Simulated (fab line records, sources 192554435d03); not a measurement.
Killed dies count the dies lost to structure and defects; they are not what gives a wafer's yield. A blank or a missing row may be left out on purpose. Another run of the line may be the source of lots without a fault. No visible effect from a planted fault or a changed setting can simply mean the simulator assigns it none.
fab line records | flow n5-finfet
record: lots: 5 wafers: 15 last-day: 16
route steps=1938 shown BEOL_M4@1093 BEOL_M5@1112 PASSIVATION@1936
lots that met no fault: taken from a fault-free run of the same line
start-h: the number of hours between the record's first day and the start of the first shown wafer of the lot | wait-h: hours since the lot's step before | " as in the row above | L1.1+2: one row covering several wafers at once | - value missing, or start not given | * or withheld: withheld | < > ~ a bound
route shown NAME@n: NAME is a module with steps in the file, n the number in the route of the first one | usual: mean/standard deviation taken from wafers without a fault | same: alike in all rows | chamber/n: place in a boat | sites: readings site by site | _std_site: their standard deviation | _edge_site: inner sites' mean taken away from outer sites' mean | radius-mm: how far each site lies from the wafer's centre | mask NAME#n: copy n | behind: the most recent tool/chamber to have shaped the wafer | hold: what put the lot on hold/how long, in hours/how the hold closed | device: the transistor (n, p or np) that didn't switch | end of line: at the end of the route, the tests of the same wafers | a step with no rows: only its recipe | killed: at the first sort, the dies lost to defects and structure; wafer yield is something else | map: shows each die of a wafer: x if killed, . if not, _ if none is there
set.NAME: the setting that was run; set.NAME@STEP: the one run at that earlier step | model.NAME: the simulator's own value behind a step, which no gauge read
lots at some steps of the route; a table a step, a row a wafer
services: from which hour (start-h, from the record's first day; less than 0 if before it) a tool's chamber was out of use, for how many hours, and why
== steps ==
step: N5_BEOL_M4_ANNEAL_89
recipe: temp-c: 400 time-s: 240 ambient: vacuum
step: N5_BEOL_M4_SPUTTER_90
recipe: material: Cu target-thk-a: 45 temp-c: -20 chamber-pressure-pa: 0.07 power-w: withheld time-s: 8.29
step: N5_BEOL_M4_ANNEAL_91
recipe: temp-c: 400 time-s: 240 ambient: vacuum
step: N5_BEOL_M4_SPUTTER_92
recipe: material: Cu target-thk-a: 45 temp-c: -20 chamber-pressure-pa: 0.07 power-w: withheld time-s: 8.29
step: N5_BEOL_M4_ANNEAL_93
recipe: temp-c: 400 time-s: 240 ambient: vacuum
step: N5_BEOL_M4_SPUTTER_94
recipe: material: Cu target-thk-a: 45 temp-c: -20 chamber-pressure-pa: 0.07 power-w: withheld time-s: 8.29
step: N5_BEOL_M4_ANNEAL_95
recipe: temp-c: 400 time-s: 240 ambient: vacuum
step: N5_BEOL_M4_SPUTTER_96
recipe: material: Cu target-thk-a: 45 temp-c: -20 chamber-pressure-pa: 0.07 power-w: withheld time-s: 8.29
step: N5_BEOL_M4_ECD_50
recipe: material: Cu target-thk-a: 3000
step: N5_BEOL_M4_ANNEAL_51
recipe: temp-c: 225 time-s: 90 ambient: N2
step: N5_BEOL_M4_CMP_52
recipe: stop-on: SiOC t-overpolish-s: 6.8 down-force-psi: 1 platen-rpm: 50 clearing-platen-down-force-psi: 1.5 clearing-platen-rpm: 50 post-cmp-clean: cu-alkaline target-thk-nm: 40 clearing-platen-pad-velocity-m-s: 0.99484 pad-velocity-m-s: 0.99484
step: N5_BEOL_M4_PRE_CLEAN_60
recipe: gas: NH3/H2 time-s: 15 temp-c: * rf-power-w: 300
usual: heater-power-outer-w: 27/11 heater-power-w: 102/17
columns lot.wafer tool chamber start-h wait-h heater-power-outer-w heater-power-w
L173.1 cvd-co-01 2 190.45 0.0 13 96
L173.3 " 1 " " 14 96
L173.6 " 1 " " 14 96
L178.2 cvd-co-02 0 224.30 0.0 45 121
L178.3 " 1 " " 35 125
L178.5 " 0 " " 46 122
L184.2 cvd-co-02 0 260.54 0.0 45 122
L184.5 " 0 " " 45 120
L184.6 " 2 " " 25 81
L185.1 cvd-co-02 2 267.59 0.0 25 80
L185.5 " 0 " " 45 122
L185.6 " 2 " " 24 82
L187.3 cvd-co-02 2 282.94 0.0 25 81
L187.4 " 1 " " 36 124
L187.5 " 0 " " 45 122
step: N5_BEOL_M4_CO_CAP_55
recipe: material: Co target-thk-a: 20 temp-c: 200 precursor: CCTBA/H2 pressure-torr: 30 time-s: 102.1
step: N5_BEOL_M4_PRE_CLEAN_56
recipe: gas: NH3 time-s: 15 temp-c: withheld rf-power-w: 300
step: N5_BEOL_M4_DEP_57
recipe: material: SiCN target-thk-a: 80 temp-c: withheld precursor: 3MS/NH3 pressure-torr: 3 rf-w: 202 time-s: 14
step: N5_BEOL_M4_INSPECT_59
recipe: inspect-instrument: darkfield mode: post-dep
usual: raw-defect-count: 73/23
columns lot.wafer tool chamber start-h wait-h raw-defect-count
L173.1 defect-inspect-01 - 190.70 0.0 50
L173.3 " - " " 32
L173.6 " - " " 64
L178.2 defect-inspect-01 - 224.55 0.0 77
L178.3 " - " " 74
L178.5 " - " " 68
L184.2 defect-inspect-02 - 260.79 0.0 512
L184.5 " - " " 478
L184.6 " - " " 83
L185.1 defect-inspect-02 - 267.84 0.0 82
L185.5 " - " " 514
L185.6 " - " " 63
L187.3 defect-inspect-02 - 283.22 0.0 115
L187.4 " - " " 62
L187.5 " - " " 497
step: N5_BEOL_M4_RC_MEAS_101
usual: DIBL_N: 36.4/1.6 DIBL_P: 35.9/2 IOFF_N: 0.152/0.03 IOFF_P: 0.20/0.032 ION_N: 670/12 ION_P: 459/7.3 SS_N: 71.6/0.55 SS_P: 73.2/0.69 VT_N: 251/3.5 VT_P: -252/3.2
columns lot.wafer tool chamber start-h wait-h DIBL_N[mV/V] DIBL_P[mV/V] IOFF_N[nA/um] IOFF_P[nA/um] ION_N[uA/um] ION_P[uA/um] SS_N[mV/dec] SS_P[mV/dec] VT_N[mV] VT_P[mV]
L173.1 prober-01 0 190.73 0.0 37.3 35.0 0.148 0.19 671 458 70.9 73.2 252 -251
L173.3 " 0 " " 37.6 35.1 0.141 0.19 661 454 71.7 73.9 252 -252
L173.6 " 0 " " 36.0 33.3 0.127 0.18 661 449 71.3 73.0 254 -253
L178.2 prober-02 0 224.73 0.2 38.4 36.1 0.180 0.22 686 463 71.7 73.2 250 -253
L178.3 " 0 " " 35.3 32.6 0.123 0.17 661 459 70.9 72.8 254 -255
L178.5 " 0 " " 39.9 37.1 0.209 0.24 693 465 72.2 74.2 248 -251
L184.2 prober-02 0 260.97 0.2 37.0 35.6 0.158 0.20 667 456 71.8 73.9 251 -250
L184.5 " 0 " " 37.5 37.0 0.166 0.20 669 455 71.8 73.8 250 -253
L184.6 " 0 " " 37.6 38.6 0.181 0.24 680 469 72.8 73.8 248 -249
L185.1 prober-02 0 267.87 0.0 35.9 33.8 0.139 0.17 672 457 71.1 73.0 252 -251
L185.5 " 0 " " 34.7 32.5 0.121 0.16 665 454 71.1 72.6 255 -255
L185.6 " 0 " " 37.1 35.3 0.159 0.18 670 452 71.9 73.3 250 -252
L187.3 prober-01 0 283.55 0.3 36.1 37.3 0.156 0.21 672 465 71.8 72.6 250 -248
L187.4 " 0 " " 34.7 34.2 0.123 0.17 654 451 71.2 72.0 255 -254
L187.5 " 0 " " 35.6 35.9 0.140 0.19 668 459 71.3 72.1 250 -251
step: N5_BEOL_M5_ILD_DEP_00
recipe: material: SiCOH_lowk target-thk-a: 1406.4 temp-c: 300 precursor: DEMS/porogen pressure-torr: 5 rf-w: 500 time-s: 25.9
step: N5_BEOL_M5_CURE_79
recipe: temp-c: 385 time-s: 240 ambient: He/Ar material: SiCOH_lowk
step: N5_BEOL_M5_PECVD_70
recipe: material: SiO2 target-thk-a: 160 temp-c: 400 precursor: TEOS/O2 pressure-torr: 5.5 rf-w: 450 teos-flow-sccm: 53.8 gas: O2 flow-sccm: 3000 time-s: 18
step: N5_BEOL_M5_HM_DEP_02
recipe: material: TiN target-thk-a: 200 temp-c: 25 chamber-pressure-pa: 0.49996
step: N5_BEOL_M5_COAT_59
recipe: resist: SOC temp-c: 250 time-s: 60 spin-rpm: 1500 resist-thk-nm: 60
step: N5_BEOL_M5_COAT_60
recipe: resist: SiARC temp-c: 220 time-s: 60 spin-rpm: 1500 resist-thk-nm: 12
step: N5_BEOL_M5_COAT_71
recipe: resist: underlayer temp-c: 205 time-s: 60 spin-rpm: 1500 resist-thk-nm: 5
step: N5_BEOL_M5_COAT_05
recipe: resist: CAR-EUV spin-rpm: 1500 resist-thk-nm: 30
step: N5_BEOL_M5_EBR_07
recipe: solvent: PGMEA ebr-width-mm: 1.5
step: N5_BEOL_M5_SOFTBAKE_06
recipe: temp-c: 110 time-s: 60 resist: CAR-EUV
step: N5_BEOL_M5_EXPOSE_08
recipe: mask-id: M5 na: 0.33 source-shape: annular sigma-inner: 0.4 sigma-outer: 0.8 polarization: unpolarized target-cd-nm: 28 dose-mj: 35.75
step: N5_BEOL_M5_PEB_09
recipe: peb-temp-c: 100 peb-time-s: 60 resist: CAR-EUV
step: N5_BEOL_M5_DEVELOP_10
recipe: develop-time-s: 30 developer: TMAH resist: CAR-EUV rinse-liquid: surfactant-rinse dry: air-spin dev-temp-c: 23
step: N5_BEOL_M5_INSPECT_13
recipe: mode: adi inspect-instrument: brightfield
usual: raw-defect-count: 443/110
columns lot.wafer tool chamber start-h wait-h raw-defect-count
L173.1 defect-inspect-02 - 194.80 0.1 361
L173.3 " - " " 291
L173.6 " - " " 375
L178.2 defect-inspect-01 - 226.86 0.0 402
L178.3 " - " " 414
L178.5 " - " " 306
L184.2 defect-inspect-02 - 263.49 0.1 806
L184.5 " - " " 685
L184.6 " - " " 404
L185.1 defect-inspect-02 - 271.86 0.1 533
L185.5 " - " " 1088
L185.6 " - " " 485
L187.3 defect-inspect-01 - 286.07 0.1 481
L187.4 " - " " 641
L187.5 " - " " 1258
step: N5_BEOL_M5_DESCUM_16
recipe: chemistry: O2 time-s: 7 source-power-w: 50 bias-power-w: 20 pressure-mtorr: 20 rf-frequency-hz: 2.712e+07 temp-c: 40 resist: CAR-EUV o2-flow-sccm: 225
step: N5_BEOL_M5_ETCH_72
recipe: chemistry: N2/H2 target: underlayer target-depth-a: 65 mask-material: CAR-EUV time-s: 5.2 ion-energy-ev: 200 pressure-mtorr: 30 source-w: 840 bias-w: 150 n2-flow-sccm: 200 h2-flow-sccm: 200 ends: cleared
step: N5_BEOL_M5_ETCH_61
recipe: chemistry: CF4 target: SiARC target-depth-a: 156 mask-material: CAR-EUV time-s: 26 ion-energy-ev: 80 pressure-mtorr: 40 source-w: 545 bias-w: 36 Ar_flow_sccm: 100 cf4-flow-sccm: 100 ends: cleared
step: N5_BEOL_M5_ETCH_62
recipe: chemistry: N2/H2 target: SOC target-depth-a: 750 overetch-a: 150 mask-material: SiARC temp-c: 40 time-s: 112.5 ion-energy-ev: 200 pressure-mtorr: 30 source-w: 840 bias-w: 150 n2-flow-sccm: 200 h2-flow-sccm: 200
step: N5_BEOL_M5_STRIP_63
recipe: chemistry: N2/H2 temp-c: 40 n2-flow-sccm: 200 h2-flow-sccm: 200 rf-frequency-hz: 6e+07
step: N5_BEOL_M5_STRIP_73
recipe: chemistry: N2/H2 temp-c: 40 n2-flow-sccm: 200 h2-flow-sccm: 200 rf-frequency-hz: 6e+07
step: N5_BEOL_M5_INSPECT_30
recipe: mode: adi inspect-instrument: brightfield
usual: raw-defect-count: 437/100
columns lot.wafer tool chamber start-h wait-h raw-defect-count
L173.1 defect-inspect-01 - 197.16 0.1 433
L173.3 " - " " 346
L173.6 " - " " 409
L178.2 defect-inspect-01 - 228.90 0.0 389
L178.3 " - " " 410
L178.5 " - " " 314
L184.2 defect-inspect-02 - 265.97 0.0 783
L184.5 " - " " 702
L184.6 " - " " 409
L185.1 defect-inspect-02 - 273.19 0.1 554
L185.5 " - " " 1117
L185.6 " - " " 501
L187.3 defect-inspect-02 - 287.96 0.0 445
L187.4 " - " " 558
L187.5 " - " " 1146
step: N5_PASSIVATION_PROBE_49
usual: defect-limited-yield: 91.7/1.2 killed_at_M0_to_M3: 33/9.5 killed_at_M4_up: 13/4.9 killed-at-contacts: 13/6.6 killed-at-front-end: 36/11 killed-at-other: 3.0/2.6 killed-dies: 97/14 killed-on-rim: 13/3.8 killed-open: 65/11 killed-short: 31/6.6 sort_bin_5_function: 4.8/0.82 sort_bin_6_memory: 3.1/0.58 sort-n-pass: 1083/14 sort-yield-pct: 91.7/1.2
same: gross-dies: 1180 killed-at-back-side: 0 sort_bin_4_leakage[%]: 0 sort_bin_8_speed[%]: 0
columns lot.wafer tool chamber start-h wait-h defect-limited-yield[%] killed_at_M0_to_M3 killed_at_M4_up killed-at-contacts killed-at-front-end killed-at-other killed-dies killed-on-rim killed-open killed-short sort_bin_5_function[%] sort_bin_6_memory[%] sort-n-pass sort-yield-pct[%]
L184.2 prober-01 - 361.76 0.1 84.1 40 94 8 42 4 188 36 60 42 9.2 4.6 992 84.1
L184.5 prober-01 - 361.91 0.2 84.2 58 87 11 27 4 187 34 65 44 9.5 4.7 993 84.2
L184.6 prober-01 - 361.96 0.3 92.1 25 5 14 42 7 93 13 52 40 4.0 3.4 1087 92.1
L185.5 prober-02 - 368.22 0.2 85.7 32 99 19 18 1 169 32 59 27 7.5 4.7 1011 85.7
L187.5 prober-02 - 378.96 0.2 87.8 21 88 7 26 2 144 25 45 18 8.3 2.6 1036 87.8
killed by level:class
L184.2 BEOL_M4:unspecified=85 FIN_SAQP:geometric-particle:short=14 DUMMY_GATE:geometric-particle:open=11 BEOL_M0_SAQP:geometric-particle:open=11 BEOL_M1:geometric-particle:open=7 MOL_CONTACT_COAG:geometric-particle:open=5 BEOL_M3:geometric-particle:open=5 GATE_CUT:geometric-particle:short=4
L184.5 BEOL_M4:unspecified=78 BEOL_M0_SAQP:geometric-particle:short=13 BEOL_M1:geometric-particle:open=12 FIN_SAQP:geometric-particle:short=9 MOL_CONTACT_COAG:geometric-particle:open=8 BEOL_M3:geometric-particle:open=8 BEOL_M0_SAQP:geometric-particle:open=7 BEOL_M2:geometric-particle:open=7
L184.6 MOL_CONTACT_COAG:geometric-particle:open=14 FIN_SAQP:geometric-particle:short=12 DUMMY_GATE:geometric-particle:open=9 BEOL_M0_SAQP:geometric-particle:short=7 BEOL_M2:geometric-particle:open=7 BEOL_M0_SAQP:geometric-particle:open=5 FIN_SAQP:geometric-particle:open=4 DUMMY_GATE:geometric-particle:short=4
L185.5 BEOL_M4:unspecified=82 MOL_CONTACT_COAG:geometric-particle:open=14 BEOL_M4:geometric-particle:open=7 BEOL_M0_SAQP:geometric-particle:open=6 BEOL_M1:geometric-particle:open=6 BEOL_M2:geometric-particle:open=5 DUMMY_GATE:geometric-particle:open=5 MOL_CONTACT_COAG:geometric-particle:short=5
L187.5 BEOL_M4:unspecified=80 FIN_SAQP:geometric-particle:open=9 FIN_SAQP:geometric-particle:short=6 BEOL_M0_SAQP:geometric-particle:open=6 BEOL_M3:geometric-particle:open=6 MOL_CONTACT_COAG:geometric-particle:open=5 STI_FIN_REVEAL:geometric-particle:open=4 BEOL_M0_SAQP:geometric-particle:short=3
map L184.2 (x killed, . not)
_________________x...........________________
______________..........x.....xx_____________
___________..................xx.xxx__________
__________................xxx..xxxxx_________
________......................xxxxxxxx_______
_______x.............x....x.x.xxxxxxxxx______
______.x...x.......x....x.....xxxxxxxxxx_____
_____x....x............x........xxxxxxxxx____
____x...x......x............x..xxxxxxxxxx.___
___x......x......x...........xxxxxxxxxxxx..__
___....x...x...................xxxxxxx..xxx__
__..........x.x.....x............x.x.xxx...._
__.............x..x.....x.x...x.......x....x_
_........x...................x......x........
_...x...........................x.....x......
_x..............x..........x.......x.x.......
_............x............x.......x..........
_x..x...........................x.x..........
_................x..x....x.x........x...x....
_x..........x.x....................x.........
_.x............x...........................x.
__.....x................x........x.....x...._
__..xxx.xx.......x.....x...................._
___......x.................................__
___.x...........x..........................__
____.......x.....x........................___
_____..................x.................____
______x.x..................xx..........._____
_______.......x..................x.....______
________....x...x.........x.x.....x..._______
__________..................x......x_________
___________.x.......x...x..........__________
______________...xx...x........._____________
_________________...x........________________
map L185.5 (x killed, . not)
_________________.x...x......________________
______________......x........x.._____________
___________.................x...x.x__________
__________....xx.............xxxx.xx_________
________.......................xxxxxxx_______
_______........x..............xxxxxxxxx______
______...x.....x.....xx......x.xxxxxxxxx_____
_____..........x...........x.x.xxxxxxxxxx____
____.......x...........x...x.xxxxxxxxxxxxx___
___...x...........x..........x.xxxxxxxxx.xx__
___.........x.......x........x..xx..xxxx...__
__..............x...................xxx.x..._
__...........x.........x...........x...x..x._
_..........x......................x...x.....x
_......x.........xx......................x...
_..........................x....x............
_........x.....x..............x.x...x........
_....x........xx...........................x.
_.x.........................................x
_...........................................x
_.x...........x.....x........x.......x.x.....
__..xx..x..............................x...x_
__..........x..x..................x...x...x._
___.......................................x__
___x........x....................x....x....__
____..........x.............x.............___
_____.........x......................x...____
______....x......................x.....x_____
_______...............x................______
________.........x...x...x...x.......x_______
__________......................x..._________
___________................x.....x.__________
______________..........x......._____________
_________________..x.........________________
== services ==
columns tool chamber start-h hours kind
cvd-co-02 - 186.70 2.8 pm
== key ==
first-sign: step: N5_BEOL_M4_INSPECT_59 reading: raw-defect-count direction: up sigmas: 19 usual: 73 struck: 500
effect: step: N5_BEOL_M5_INSPECT_13 reading: raw-defect-count direction: up sigmas: 4.9 usual: 443 struck: 959
effect: step: N5_BEOL_M5_INSPECT_30 reading: raw-defect-count direction: up sigmas: 5 usual: 437 struck: 937
effect: step: N5_PASSIVATION_PROBE_49 reading: killed_at_M4_up direction: up sigmas: 16 usual: 13 struck: 92
more-kills-born-at: N5_BEOL_M4_PRE_CLEAN_60@cvd-co-02: 325
met-at N5_BEOL_M4_PRE_CLEAN_60
struck-wafers L184.2,L184.5,L185.5,L187.5
onset-between 224.30 260.54
fault: kind: chamber-particle-source tool: cvd-co-02 chamber: 0 onset-h: 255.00 steps: N5_BEOL_M4_PRE_CLEAN_60 rate-per-visit-cm2: 0.66166 end-h: 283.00
